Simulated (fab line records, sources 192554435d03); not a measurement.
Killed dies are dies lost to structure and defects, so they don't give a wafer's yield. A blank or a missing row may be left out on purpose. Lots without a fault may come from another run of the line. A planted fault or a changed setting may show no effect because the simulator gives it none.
A struck lot beside a sound one | flow n5_finfet | 15 steps out of a route of 1938
Sound: wafers L893.1, L893.3. Struck: wafers L902.1, L902.2, L902.3. The cause comes at the end.
At each step with rows: each side's tool, then ch and its chambers, then its first start. Under that, the readings that differ: sound wafers | struck wafers | difference of the means | sigmas: that difference in standard deviations of wafers without a fault.
alike: readings whose means differ by less than 2 such deviations, and words and numbers that are the same on both sides. not compared: withheld readings, readings that some wafer has no value for, bounds like >300 that may hide the same value, and numbers for which the record gives no deviation and whose values overlap.
The two part at a step that has a row with sigmas, a row that says differs or no value, or rows on one side only. Numbers that don't overlap but have no deviation are shown without sigmas and don't part them. A reading that every wafer of one side lacks parts them only if that side has two wafers or more.

N5_BEOL_M6_VIA_ETCH_34: etches SiCOH lowk in C4F6/O2, target depth 126.3 nm, time 50.9 s.
  sound on rie_diel-01 ch 1,3, day 10 17:11; struck on rie_diel-05 ch 0,2,3, day 12 14:47
  reading                     | sound   | struck      | difference | sigmas
  drypump_motor_current_A (A) | 6.0 6.6 | 5.2 5.4 5.1 | -1.1       | -2
  rf_hours_counter_h (h)      | 223 225 | 83 4 214    | -124       |
  alike: oes_product_au, rf_vpp_V, showerhead_plenum_p_Torr, throttle_valve_pct
then, 1 step without rows for these wafers: N5_BEOL_M6_STRIP_76 (strips in C4F6/O2).
N5_BEOL_M6_STRIP_36: strips in N2/H2.
  sound on rie_diel-01 ch 1,3, day 10 17:14; struck on rie_diel-05 ch 0,2,3, day 12 14:50
  reading                     | sound   | struck      | difference | sigmas
  drypump_motor_current_A (A) | 6.1 6.6 | 5.2 5.4 5.1 | -1.1       | -3
  rf_hours_counter_h (h)      | 223 225 | 83 4 214    | -124       |
  alike: oes_product_au, rf_vpp_V, showerhead_plenum_p_Torr, throttle_valve_pct
N5_BEOL_M6_TRENCH_ETCH_37: etches SiCOH lowk in C4F6/O2, target depth 94.435 nm, time 31.5 s.
  sound on rie_diel-01 ch 1,3; struck on rie_diel-05 ch 0,2,3
  reading                     | sound   | struck      | difference | sigmas
  drypump_motor_current_A (A) | 6.0 6.6 | 5.2 5.4 5.1 | -1.1       | -2
  rf_hours_counter_h (h)      | 223 225 | 83 4 214    | -124       |
  alike: oes_product_au, rf_vpp_V, showerhead_plenum_p_Torr, throttle_valve_pct
then, 1 step without rows for these wafers: N5_BEOL_M6_ETCH_41 (etches SiCN in CH3F/O2, target depth 29.7 nm, time 52 s).
N5_BEOL_M6_STRIP_80: strips in N2/H2, time 10 s.
  sound on rie_diel-01 ch 1,3; struck on rie_diel-05 ch 0,2,3
  reading                     | sound   | struck      | difference | sigmas
  drypump_motor_current_A (A) | 6.0 6.6 | 5.2 5.4 5.1 | -1.1       | -2
  rf_hours_counter_h (h)      | 223 225 | 83 4 214    | -124       |
  alike: oes_product_au, rf_vpp_V, showerhead_plenum_p_Torr, throttle_valve_pct
N5_BEOL_M6_OCD_MEAS_38:
  sound on ocd-02, day 10 17:26; struck on ocd-02, day 12 15:01
  alike: trench_depth_nm
then, 4 steps without rows for these wafers: N5_BEOL_M6_HM_STRIP_39 (strips TiN in peroxide tin strip, target depth 25 nm, time 158 s); N5_BEOL_M6_SRD_40 (time 30 s); N5_BEOL_M6_PRECLEAN_42 (cleans in residue remover, time 60 s); N5_BEOL_M6_SRD_43 (time 30 s).
N5_BEOL_M6_CD_MEAS_35: target cd 40 nm, target cd y 28 nm.
  sound on cd_sem-02, day 10 17:35; struck on cd_sem-03, day 12 15:11
  alike: cd_nm
N5_BEOL_M6_CURE_75: cures SiCOH lowk, time 120 s.
  sound on uv_cure-03 ch 1, day 10 17:37; struck on uv_cure-02 ch 0, day 12 15:13
  no value came back on the struck wafers for lamp_power_pct (%), run_length_s (s), wafer_temp_C_max; on the sound wafers lamp_power_pct (%) reads 52.31 52.31
N5_BEOL_M6_DEGAS_44: time 60 s.
  sound on pvd_sputter-01, day 10 17:56; struck on pvd_sputter-03, day 12 15:49
  alike: heater_power_w, susceptor_temp_C
-- the record jumps here: 4 days lie between the struck wafers' starts before and after (it left off in module BEOL_M6 and takes up again in module PASSIVATION, whose first step shown is number 1936 of the route) --
N5_PASSIVATION_PROBE_49:
  sound on prober-02, day 14 05:50; struck on prober-01, day 16 11:25
  alike: defect_limited_yield, killed_at_M0_to_M3, killed_at_M4_up, killed_at_contacts, killed_at_front_end, killed_at_other, killed_dies, killed_open, killed_short, sort_bin_4_leakage, sort_bin_5_function, sort_bin_6_memory, sort_n_pass, sort_yield_pct

WHERE THEY PART
First at N5_BEOL_M6_VIA_ETCH_34; last, within this record, at N5_BEOL_M6_CURE_75. Later steps at which nothing parts them and some readings are alike: N5_BEOL_M6_DEGAS_44, N5_PASSIVATION_PROBE_49.

WHY: what the simulator had put in
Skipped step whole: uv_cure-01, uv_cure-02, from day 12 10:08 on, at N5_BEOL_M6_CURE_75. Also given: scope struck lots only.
